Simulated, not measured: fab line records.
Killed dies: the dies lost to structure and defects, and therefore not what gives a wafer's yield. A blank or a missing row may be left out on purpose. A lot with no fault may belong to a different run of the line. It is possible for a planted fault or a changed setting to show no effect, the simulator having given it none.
Chamber matching | flow nandHarc | NHARC_A_STAIRCASE_ETCH_313 on rieDiel-06 has 4 sister chambers
The step etches the open film in CF4/CHF3. 4 wafers are shown with their chamber, then 7 later ones without.

EACH WAFER AND ITS CHAMBER
wafer  | chamber | drypumpMotorCurrentA (A)
L077.1 | 0       | 5.59
L077.5 | 1       | 6.27
L078.1 | 2       | 5.68
L078.3 | 3       | 5.76

WAFERS MISSING THEIR CHAMBER
wafer  | drypumpMotorCurrentA (A)
L078.4 | 5.57
L082.1 | 5.75
L082.2 | 5.71
L082.6 | 5.76
L085.1 | 5.72
L085.2 | 5.57
L085.3 | 5.76

WHICH CHAMBER EACH ONE RAN IN
wafer  | from the rows above     | in truth
L078.4 | 0                       | 0
L082.1 | 3                       | 3
L082.2 | can't be placed: 2 or 3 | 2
L082.6 | 3                       | 3
L085.1 | can't be placed: 2 or 3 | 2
L085.2 | 0                       | 0
L085.3 | 3                       | 3
Correctly placed: 5 of 7. Cannot be placed on the basis of these rows: 2; the candidates contain the true chamber in 2. 0 placed wrongly.
How it was worked out, from the rows above alone: a wafer's distance from a chamber is the root of the sum, over the readings, of the square of ((its reading less the chamber's mean) divided by the reading's scatter). If the next closest chamber is less than 2 further off than the closest, the wafer can't be placed; otherwise it belongs to the closest. For every chamber, the mean is computed from those of its wafers that are shown. The scatter: root of mean squared gap, hidden wafer to nearest shown wafer, with one shown wafer a chamber.
